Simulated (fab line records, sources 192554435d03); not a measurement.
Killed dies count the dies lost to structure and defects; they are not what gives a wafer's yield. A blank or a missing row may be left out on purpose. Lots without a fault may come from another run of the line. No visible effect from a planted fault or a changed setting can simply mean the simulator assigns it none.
fab line records	flow n5-finfet
record lots=7	wafers=18	last-day=16
route steps=1938 shown BEOL_M11@1560 PASSIVATION@1936
lots that met no fault: taken from a fault-free run of the same line
start-h: hours from the record's opening day to when the first of the lot's shown wafers began	wait-h: time in hours since the lot's previous step	" repeats the value in the row above	L1.1+2: one row covering several wafers at once	- no value present, or no start provided	* or withheld: withheld	< > ~ a bound
route shown NAME@n: NAME is a module with steps in the file, n the number in the route of the first one	usual: mean/standard deviation taken from wafers without a fault	same: alike in all rows	chamber/n: place in a boat	sites: each site's reading	_std_site: the standard deviation of these	_edge_site: mean of outer sites minus mean of inner sites	radius-mm: for every site, how far away it sits from the centre of the wafer	mask NAME#n: copy n	behind: the most recent tool/chamber to have shaped the wafer	hold: why the lot went on hold/how many hours it stayed there/how the hold came to an end	device: whichever transistor did not switch (one of n, p or np)	end of line: at the end of the route, the tests of the same wafers	a step without rows: its recipe alone	killed: the dies lost at the first sort to structure and to defects; this is not the yield of the wafer	map: per-die view of a wafer (x killed, . not killed, _ where there is no die)
set.NAME: the setting the step ran with; set.NAME@STEP: the setting that earlier step ran with	model.NAME: the simulator's own value behind a step, which no gauge read
a table for each step, a row for each wafer; lots at some steps of the route
services: from which hour (start-h, from the record's first day; less than 0 if before it) a tool's chamber was out of use, for how many hours, and why
## steps
# step N5_BEOL_M11_COAT_63
# recipe resist=SOC	temp-c=250	time-s=60	spin-rpm=1500	resist-thk-nm=100
# step N5_BEOL_M11_COAT_64
# recipe resist=SiARC	temp-c=220	time-s=60	spin-rpm=1500	resist-thk-nm=30
# step N5_BEOL_M11_COAT_22
# recipe resist=CAR-ArF	spin-rpm=1500	resist-thk-nm=90
# step N5_BEOL_M11_EBR_24
# recipe solvent=PGMEA	ebr-width-mm=1.5
# step N5_BEOL_M11_SOFTBAKE_23
# recipe temp-c=110	time-s=60	resist=CAR-ArF
# step N5_BEOL_M11_EXPOSE_25
# recipe mask-id=V10	na=1.35	source-shape=annular	sigma-inner=0.5	sigma-outer=0.8	polarization=unpolarized	dose-mj=85.5
# step N5_BEOL_M11_PEB_26
# recipe peb-temp-c=withheld	peb-time-s=60	resist=CAR-ArF
# step N5_BEOL_M11_DEVELOP_27
# recipe develop-time-s=30	developer=TMAH	resist=CAR-ArF	rinse-liquid=diw	dry=air-spin	dev-temp-c=23
# step N5_BEOL_M11_CD_MEAS_28
# recipe target-cd-nm=70	landing-energy-ev=500	detector=se-inlens	polarity=opening
# usual cd-nm=69.9/1.2
lot.wafer	tool	chamber	start-h	wait-h	cd-nm
L370.3	cd-sem-01	0	253.86	-	71.0
L370.4	"	0	"	"	72.0
L370.5	"	0	"	"	69.6
L369.1	cd-sem-01	0	264.75	-	68.8
L369.2	"	0	"	"	68.6
L369.4	"	0	"	"	70.5
L376.2	cd-sem-01	0	300.91	-	68.6
L376.3	"	0	"	"	69.0
L376.6	"	0	"	"	68.2
L375.2	cd-sem-03	0	301.08	-	67.9
L375.6	"	0	"	"	69.2
L378.4	cd-sem-03	0	320.34	-	70.9
L378.6	"	0	"	"	71.4
L377.5	cd-sem-01	0	332.00	-	71.0
L377.6	"	0	"	"	69.2
L381.4	cd-sem-01	0	333.45	-	69.8
L381.5	"	0	"	"	70.8
L381.6	"	0	"	"	68.8
# step N5_BEOL_M11_OVL_MEAS_29
# recipe points-per-wafer=44
# usual V10_OVL=0.3/0.86
# same points-per-wafer=44
lot.wafer	tool	chamber	start-h	wait-h	V10_OVL[nm]
L370.3	overlay-01	0	253.88	0.0	-1.3
L370.4	"	0	"	"	0.9
L370.5	"	0	"	"	-0.1
L369.1	overlay-01	0	264.78	0.0	0.3
L369.2	"	0	"	"	-0.3
L369.4	"	0	"	"	0.1
L376.2	overlay-01	0	300.94	0.0	-1.1
L376.3	"	0	"	"	-0.2
L376.6	"	0	"	"	-0.5
L375.2	overlay-01	0	301.10	0.0	1.1
L375.6	"	0	"	"	0.2
L378.4	overlay-02	0	320.36	0.0	0.0
L378.6	"	0	"	"	-0.1
L377.5	overlay-01	0	332.02	0.0	1.7
L377.6	"	0	"	"	2.1
L381.4	overlay-01	0	333.47	0.0	0.2
L381.5	"	0	"	"	-0.9
L381.6	"	0	"	"	-0.6
# step N5_BEOL_M11_INSPECT_30
# recipe mode=adi	inspect-instrument=brightfield
# usual raw-defect-count=392/110
lot.wafer	tool	chamber	start-h	wait-h	raw-defect-count
L370.3	defect-inspect-01	-	253.91	0.0	308
L370.4	"	-	"	"	317
L370.5	"	-	"	"	571
L369.1	defect-inspect-02	-	264.95	0.2	379
L369.2	"	-	"	"	301
L369.4	"	-	"	"	230
L376.2	defect-inspect-02	-	300.96	0.0	686
L376.3	"	-	"	"	725
L376.6	"	-	"	"	553
L375.2	defect-inspect-02	-	301.13	0.0	335
L375.6	"	-	"	"	336
L378.4	defect-inspect-02	-	320.39	0.0	411
L378.6	"	-	"	"	359
L377.5	defect-inspect-02	-	332.05	0.0	360
L377.6	"	-	"	"	445
L381.4	defect-inspect-02	-	333.50	0.0	396
L381.5	"	-	"	"	469
L381.6	"	-	"	"	455
# step N5_BEOL_M11_DESCUM_33
# recipe chemistry=O2	time-s=7.9	source-power-w=50	bias-power-w=20	pressure-mtorr=20	rf-frequency-hz=2.712e+07	temp-c=40	resist=CAR-ArF	o2-flow-sccm=225
# usual drypump-motor-current-A=5.5/0.4	o2-flow-sccm=225.0/0.66	oes-product-au=0.82/0.069	rf-vpp-V=243.0/1.1	showerhead-plenum-p-Torr=2.08/0.051	throttle-valve-pct=20.36/0.22
lot.wafer	tool	chamber	start-h	wait-h	drypump-motor-current-A	o2-flow-sccm	oes-product-au	rf-hours-counter-h	rf-vpp-V	showerhead-plenum-p-Torr	throttle-valve-pct
L370.3	rie-diel-04	2	253.94	0.0	5.6	225.5	0.72	168	241.4	1.99	20.29
L370.4	"	2	"	"	5.6	226.3	0.73	-	240.4	1.99	20.30
L370.5	"	1	"	"	5.6	224.6	0.95	-	244.0	2.14	20.46
L369.1	rie-diel-01	0	265.17	0.2	6.4	223.9	0.89	34	242.4	2.04	20.01
L369.2	"	3	"	"	5.3	225.2	0.82	117	242.6	2.08	20.29
L369.4	"	1	"	"	5.7	224.2	0.73	180	243.9	2.17	20.57
L376.2	rie-diel-06	2	300.99	0.0	5.3	225.4	0.79	92	243.4	2.13	20.21
L376.3	"	0	"	"	5.5	225.0	0.71	212	241.6	1.99	20.93
L376.6	"	1	"	"	5.7	224.9	0.92	-	242.5	2.04	19.89
L375.2	rie-diel-01	0	301.16	0.0	6.4	224.9	0.87	43	242.5	2.04	20.03
L375.6	"	3	"	"	5.3	224.6	0.81	-	242.8	2.08	20.31
L378.4	rie-diel-01	0	320.66	0.3	6.4	225.5	0.86	50	243.1	2.04	20.02
L378.6	"	0	"	"	6.4	225.9	0.86	-	242.3	2.04	20.03
L377.5	rie-diel-01	2	332.33	0.3	5.1	224.1	0.81	-	243.0	2.08	20.37
L377.6	"	1	"	"	5.7	225.4	0.74	-	243.6	2.17	20.61
L381.4	rie-diel-04	1	333.55	0.0	5.7	224.9	0.89	-	244.2	2.13	20.52
L381.5	"	0	"	"	5.3	224.8	0.88	-	244.7	2.13	20.52
L381.6	"	3	"	"	5.2	225.3	0.84	-	243.5	2.04	20.37
# step N5_BEOL_M11_ETCH_65
# recipe chemistry=CF4	target=SiARC	target-depth-a=390	mask-material=CAR-ArF	time-s=65	ion-energy-ev=80	pressure-mtorr=40	source-w=545	bias-w=36	Ar_flow_sccm=100	cf4-flow-sccm=100	ends=cleared
# usual drypump-motor-current-A=5.5/0.4	etch-rf-on-time-s=64.0/2.4	oes-product-au=0.70/0.06	rf-vpp-V=184.1/0.96	showerhead-plenum-p-Torr=2.14/0.05	throttle-valve-pct=15.58/0.22
lot.wafer	tool	chamber	start-h	wait-h	drypump-motor-current-A	etch-rf-on-time-s	oes-product-au	rf-hours-counter-h	rf-vpp-V	showerhead-plenum-p-Torr	throttle-valve-pct
L370.3	rie-diel-04	2	253.98	0.0	5.6	62.3	0.65	168	183.3	2.04	15.52
L370.4	"	2	"	"	5.6	61.7	0.64	-	183.8	2.04	15.52
L370.5	"	1	"	"	5.6	62.1	0.83	-	182.6	2.18	15.55
L369.1	rie-diel-01	0	265.21	0.0	6.4	64.9	0.76	34	182.9	2.09	15.18
L369.2	"	3	"	"	5.3	63.4	0.70	117	184.7	2.16	15.65
L369.4	"	1	"	"	5.7	69.4	0.62	180	185.6	2.22	15.62
L376.2	rie-diel-06	2	301.03	0.0	5.3	65.7	0.68	92	183.5	2.17	15.38
L376.3	"	0	"	"	5.5	64.9	0.61	212	183.0	2.05	16.13
L376.6	"	1	"	"	5.7	64.1	0.79	-	183.0	2.10	15.15
L375.2	rie-diel-01	0	301.20	0.0	6.3	100.9	0.63	43	181.7	2.09	15.20
L375.6	"	3	"	"	5.3	99.0	0.57	-	184.5	2.16	15.66
L378.4	rie-diel-01	0	320.70	0.0	6.3	66.1	0.73	50	182.9	2.09	15.22
L378.6	"	0	"	"	6.4	102.5	0.62	-	183.1	2.09	15.21
L377.5	rie-diel-01	2	332.38	0.0	5.1	59.6	0.71	-	184.0	2.17	15.72
L377.6	"	1	"	"	5.7	105.3	0.53	-	185.0	2.21	15.68
L381.4	rie-diel-04	1	333.59	0.0	5.7	61.7	0.77	-	184.4	2.17	15.60
L381.5	"	0	"	"	5.3	64.7	0.75	-	185.4	2.19	15.73
L381.6	"	3	"	"	5.2	63.2	0.73	-	183.4	2.09	15.48
# step N5_BEOL_M11_ETCH_66
# recipe chemistry=N2/H2	target=SOC	target-depth-a=1200	overetch-a=240	mask-material=SiARC	temp-c=40	time-s=180	ion-energy-ev=200	pressure-mtorr=30	source-w=840	bias-w=150	n2-flow-sccm=200	h2-flow-sccm=200
# usual drypump-motor-current-A=5.5/0.4	oes-product-au=0.66/0.052	rf-vpp-V=523.5/1.9	showerhead-plenum-p-Torr=2.53/0.066	throttle-valve-pct=17.8/0.32
lot.wafer	tool	chamber	start-h	wait-h	drypump-motor-current-A	oes-product-au	rf-hours-counter-h	rf-vpp-V	showerhead-plenum-p-Torr	throttle-valve-pct
L370.3	rie-diel-04	2	254.03	0.0	5.6	0.59	168	520.4	2.42	17.8
L370.4	"	2	"	"	5.6	0.60	-	520.0	2.42	17.8
L370.5	"	1	"	"	5.6	0.76	-	525.5	2.59	17.7
L369.1	rie-diel-01	0	265.26	0.0	6.4	0.71	34	522.5	2.45	17.2
L369.2	"	3	"	"	5.3	0.65	117	523.6	2.57	18.0
L369.4	"	1	"	"	5.8	0.60	180	526.0	2.64	17.9
L376.2	rie-diel-06	2	301.08	0.0	5.4	0.65	92	524.8	2.56	17.5
L376.3	"	0	"	"	5.5	0.57	212	520.6	2.41	18.4
L376.6	"	1	"	"	5.8	0.74	-	524.7	2.47	17.2
L375.2	rie-diel-01	0	301.25	0.0	6.3	0.70	44	522.7	2.44	17.2
L375.6	"	3	"	"	5.3	0.64	-	524.4	2.56	18.0
L378.4	rie-diel-01	0	320.75	0.0	6.3	0.70	50	521.8	2.44	17.2
L378.6	"	0	"	"	6.4	0.71	-	522.8	2.44	17.2
L377.5	rie-diel-01	2	332.46	0.1	5.1	0.64	-	523.8	2.56	18.0
L377.6	"	1	"	"	5.8	0.59	-	525.4	2.63	18.0
L381.4	rie-diel-04	1	333.67	0.1	5.6	0.70	-	524.5	2.57	17.7
L381.5	"	0	"	"	5.3	0.71	-	526.1	2.61	18.1
L381.6	"	3	"	"	5.2	0.67	-	522.1	2.49	17.9
# step N5_PASSIVATION_PROBE_49
# usual defect-limited-yield=91.0/1.4	killed_at_M0_to_M3=34/10	killed_at_M4_up=15/5.5	killed-at-contacts=12/6.1	killed-at-front-end=41/12	killed-at-other=4/3.4	killed-dies=106/17	killed-open=70/13	killed-short=34/7.4	sort_bin_5_function=5.3/1	sort_bin_6_memory=3.4/0.69	sort_bin_8_speed=0.03/0.22	sort-n-pass=1073/17	sort-yield-pct=91.0/1.4
# same gross-dies=1180	killed-at-back-side=0	sort_bin_4_leakage[%]=0
lot.wafer	tool	chamber	start-h	wait-h	defect-limited-yield[%]	killed_at_M0_to_M3	killed_at_M4_up	killed-at-contacts	killed-at-front-end	killed-at-other	killed-dies	killed-open	killed-short	sort_bin_5_function[%]	sort_bin_6_memory[%]	sort_bin_8_speed[%]	sort-n-pass	sort-yield-pct[%]
L370.3	prober-02	-	295.31	0.1	89.6	54	17	9	38	5	123	80	40	6.1	4.0	0	1057	89.6
L370.4	prober-02	-	295.36	0.2	88.6	44	16	13	60	2	135	83	46	5.8	4.8	0	1045	88.6
L370.5	prober-02	-	295.41	0.2	91.5	39	10	13	33	5	100	67	32	5.1	3.2	0	1080	91.5
L369.1	prober-02	-	313.89	0.0	89.2	24	17	17	67	2	127	70	47	5.8	4.2	0	1053	89.2
L369.2	prober-02	-	313.94	0.1	93.0	21	14	6	41	1	83	56	22	4.2	2.5	0	1097	93.0
L369.4	prober-02	-	314.04	0.2	94.5	15	14	17	19	0	65	43	22	3.0	2.1	0	1115	94.5
L376.2	prober-02	-	346.87	0.1	88.3	40	8	28	52	10	138	84	46	7.5	3.2	0	1042	88.3
L376.3	prober-02	-	346.92	0.1	89.7	17	25	26	48	6	122	81	37	6.2	3.7	0	1058	89.7
L376.6	prober-02	-	347.07	0.3	94.6	13	14	13	24	0	64	41	19	2.7	2.3	0	1116	94.6
L375.2	prober-01	-	351.26	0.1	92.7	24	13	5	38	6	86	56	30	4.7	2.4	0	1094	92.7
L375.6	prober-01	-	351.46	0.3	90.8	22	11	18	51	7	109	68	41	5.5	3.4	0	1071	90.8
L378.4	prober-01	-	373.47	0.2	88.0	45	13	15	68	1	142	109	29	8.2	3.4	0	1038	88.0
L378.6	prober-01	-	373.57	0.3	88.6	50	14	12	50	8	134	85	47	7.5	3.2	0	1046	88.6
L377.5	prober-01	-	384.09	0.2	92.5	24	14	13	32	5	88	61	25	4.2	2.8	0	1092	92.5
L377.6	prober-01	-	384.14	0.3	90.1	42	16	12	42	5	117	72	42	5.2	4.2	0	1063	90.1
L381.4	prober-01	-	390.71	0.2	89.8	19	17	31	50	3	120	81	39	6.4	3.5	0	1060	89.8
L381.5	prober-01	-	390.76	0.2	90.3	30	21	17	42	4	114	73	39	5.5	3.9	0	1066	90.3
L381.6	prober-01	-	390.81	0.3	89.5	33	31	12	41	7	124	82	39	5.8	4.2	0.08	1056	89.5
# killed by level:class
L370.3 BEOL_M3:geometric-particle:open=14 BEOL_M0_SAQP:geometric-particle:short=12 BEOL_M1:geometric-particle:open=11 BEOL_M0_SAQP:geometric-particle:open=9 BEOL_M4:geometric-particle:open=9 STI_FIN_REVEAL:geometric-particle:open=8 MOL_CONTACT_COAG:geometric-particle:open=6 FIN_SAQP:geometric-particle:open=5
L370.4 STI_FIN_REVEAL:geometric-particle:open=15 BEOL_M0_SAQP:geometric-particle:short=13 DUMMY_GATE:geometric-particle:open=10 MOL_CONTACT_COAG:geometric-particle:open=9 GATE_CUT:geometric-particle:short=8 BEOL_M0_SAQP:geometric-particle:open=8 BEOL_M1:geometric-particle:open=7 BEOL_M4:geometric-particle:open=7
L370.5 BEOL_M0_SAQP:geometric-particle:open=14 BEOL_M0_SAQP:geometric-particle:short=12 MOL_CONTACT_COAG:geometric-particle:open=9 STI_FIN_REVEAL:geometric-particle:open=8 DUMMY_GATE:geometric-particle:open=6 BEOL_M2:geometric-particle:open=5 MOL_CONTACT_COAG:geometric-particle:short=4 BEOL_M4:geometric-particle:open=4
L369.1 FIN_SAQP:geometric-particle:open=22 FIN_SAQP:geometric-particle:short=15 MOL_CONTACT_COAG:geometric-particle:open=14 GATE_CUT:geometric-particle:short=7 BEOL_M3:geometric-particle:open=6 STARTING-WAFER:geometric-particle:short=6 BEOL_M6:geometric-particle:open=4 BEOL_M2:geometric-particle:short=4
L369.2 STI_FIN_REVEAL:geometric-particle:open=11 BEOL_M3:geometric-particle:open=9 MOL_CONTACT_COAG:geometric-particle:open=6 STARTING-WAFER:geometric-particle:short=5 FIN_SAQP:geometric-particle:short=4 FIN_SAQP:geometric-particle:open=4 BEOL_M1:geometric-particle:open=4 BEOL_M2:geometric-particle:open=4
L369.4 MOL_CONTACT_COAG:geometric-particle:open=13 BEOL_M0_SAQP:geometric-particle:short=5 ILD0:geometric-particle:open=4 MOL_CONTACT_COAG:geometric-particle:short=4 BEOL_M1:geometric-particle:open=4 BEOL_M8:geometric-particle:open=4 FIN_SAQP:geometric-particle:short=3 BEOL_M4:geometric-particle:open=3
L376.2 MOL_CONTACT_COAG:geometric-particle:open=23 BEOL_M3:geometric-particle:open=12 BEOL_M0_SAQP:geometric-particle:short=7 FIN_SAQP:geometric-particle:open=6 DUMMY_GATE:geometric-particle:open=6 GATE_CUT:geometric-particle:short=6 HKMG_FIN:area-etch=6 MOL_CONTACT_COAG:geometric-particle:short=5
L376.3 MOL_CONTACT_COAG:geometric-particle:open=22 BEOL_M3:geometric-particle:open=9 FIN_SAQP:geometric-particle:open=8 DUMMY_GATE:geometric-particle:open=8 GATE_CUT:geometric-particle:short=8 BEOL_M4:geometric-particle:open=6 BEOL_M5:geometric-particle:open=5 MOL_CONTACT_COAG:geometric-particle:short=4
L376.6 MOL_CONTACT_COAG:geometric-particle:open=10 DUMMY_GATE:geometric-particle:open=8 BEOL_M4:geometric-particle:open=6 MOL_CONTACT_COAG:geometric-particle:short=3 BEOL_M1:geometric-particle:open=3 BEOL_M6:geometric-particle:open=3 STARTING-WAFER:geometric-particle:short=3 HKMG_FIN:area-etch=3
L375.2 FIN_SAQP:geometric-particle:open=9 BEOL_M0_SAQP:geometric-particle:open=9 BEOL_M4:geometric-particle:open=9 BEOL_M0_SAQP:geometric-particle:short=8 STI_FIN_REVEAL:geometric-particle:open=7 FIN_SAQP:geometric-particle:short=6 MOL_CONTACT_COAG:geometric-particle:open=5 GATE_CUT:geometric-particle:short=3
L375.6 MOL_CONTACT_COAG:geometric-particle:open=14 FIN_SAQP:geometric-particle:open=9 STI_FIN_REVEAL:geometric-particle:open=9 BEOL_M0_SAQP:geometric-particle:open=8 BEOL_M0_SAQP:geometric-particle:short=8 FIN_SAQP:geometric-particle:short=6 STI_FIN_REVEAL:geometric-particle:short=6 GATE_CUT:geometric-particle:short=6
L378.4 STI_FIN_REVEAL:geometric-particle:open=27 BEOL_M3:geometric-particle:open=22 FIN_SAQP:geometric-particle:open=19 MOL_CONTACT_COAG:geometric-particle:open=12 BEOL_M4:geometric-particle:open=12 FIN_SAQP:geometric-particle:short=5 STI_FIN_REVEAL:geometric-particle:short=5 MOL_CONTACT_COAG:geometric-particle:short=3
L378.6 STI_FIN_REVEAL:geometric-particle:open=17 BEOL_M3:geometric-particle:open=14 FIN_SAQP:geometric-particle:open=11 BEOL_M1:geometric-particle:open=10 MOL_CONTACT_COAG:geometric-particle:open=10 FIN_SAQP:geometric-particle:short=7 BEOL_M1:geometric-particle:short=6 MIM_TOP:geometric-particle:short=5
L377.5 MOL_CONTACT_COAG:geometric-particle:open=10 STI_FIN_REVEAL:geometric-particle:open=7 ILD0:geometric-particle:open=7 BEOL_M0_SAQP:geometric-particle:short=6 BEOL_M4:geometric-particle:open=6 STARTING-WAFER:geometric-particle:open=6 BEOL_M2:geometric-particle:open=5 BEOL_M0_SAQP:geometric-particle:open=4
L377.6 STI_FIN_REVEAL:geometric-particle:open=13 BEOL_M0_SAQP:geometric-particle:open=12 BEOL_M0_SAQP:geometric-particle:short=11 FIN_SAQP:geometric-particle:open=8 MOL_CONTACT_COAG:geometric-particle:open=8 FIN_SAQP:geometric-particle:short=7 BEOL_M2:geometric-particle:open=5 BEOL_M4:geometric-particle:open=5
L381.4 MOL_CONTACT_COAG:geometric-particle:open=22 FIN_SAQP:geometric-particle:short=10 STI_FIN_REVEAL:geometric-particle:open=10 MOL_CONTACT_COAG:geometric-particle:short=9 FIN_SAQP:geometric-particle:open=7 STARTING-WAFER:geometric-particle:open=6 BEOL_M4:geometric-particle:open=5 BEOL_M8:geometric-particle:open=5
L381.5 FIN_SAQP:geometric-particle:short=18 BEOL_M4:geometric-particle:open=13 MOL_CONTACT_COAG:geometric-particle:open=12 BEOL_M3:geometric-particle:open=9 STI_FIN_REVEAL:geometric-particle:open=8 BEOL_M0_SAQP:geometric-particle:open=7 DUMMY_GATE:geometric-particle:open=6 MOL_CONTACT_COAG:geometric-particle:short=5
L381.6 BEOL_M4:geometric-particle:open=20 FIN_SAQP:geometric-particle:short=10 MOL_CONTACT_COAG:geometric-particle:open=10 FIN_SAQP:geometric-particle:open=7 GATE_CUT:geometric-particle:short=7 BEOL_M3:geometric-particle:open=7 BEOL_M0_SAQP:geometric-particle:open=6 DUMMY_GATE:geometric-particle:open=5
## services
tool	chamber	start-h	hours	kind
rie-diel-06	1	234.66	-	clean
rie-diel-06	1	234.66	-	consumable-replace:focus-ring
rie-diel-06	1	234.66	20.9	scheduled-down
rie-diel-06	1	234.66	20.9	vent-cycle
rie-diel-01	3	236.89	6.2	repair
rie-diel-04	0	247.43	-	clean
rie-diel-04	0	247.43	-	consumable-replace:focus-ring
rie-diel-04	0	247.43	17.3	scheduled-down
rie-diel-04	0	247.43	17.3	vent-cycle
rie-diel-04	2	263.90	132.0	repair
rie-diel-06	0	275.74	19.4	repair
rie-diel-04	0	299.51	10.4	repair
## key
first-sign step=N5_BEOL_M11_ETCH_65	reading=etch-rf-on-time-s	direction=up	sigmas=16	usual=*	struck=*
effect step=N5_BEOL_M11_ETCH_65	reading=oes-product-au	direction=down	sigmas=1.9	usual=0.70	struck=0.59
met-at N5_BEOL_M11_ETCH_65
struck-wafers L375.2,L375.6,L377.6,L378.6
onset-between 265.21 301.20
fault kind=process-parameter-drift	tool=rie-diel-01	chamber=-	onset-h=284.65	steps=N5_BEOL_M11_ETCH_65	channel=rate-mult	offset=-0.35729	shape=step	end-h=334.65	scope=struck-wafers-only
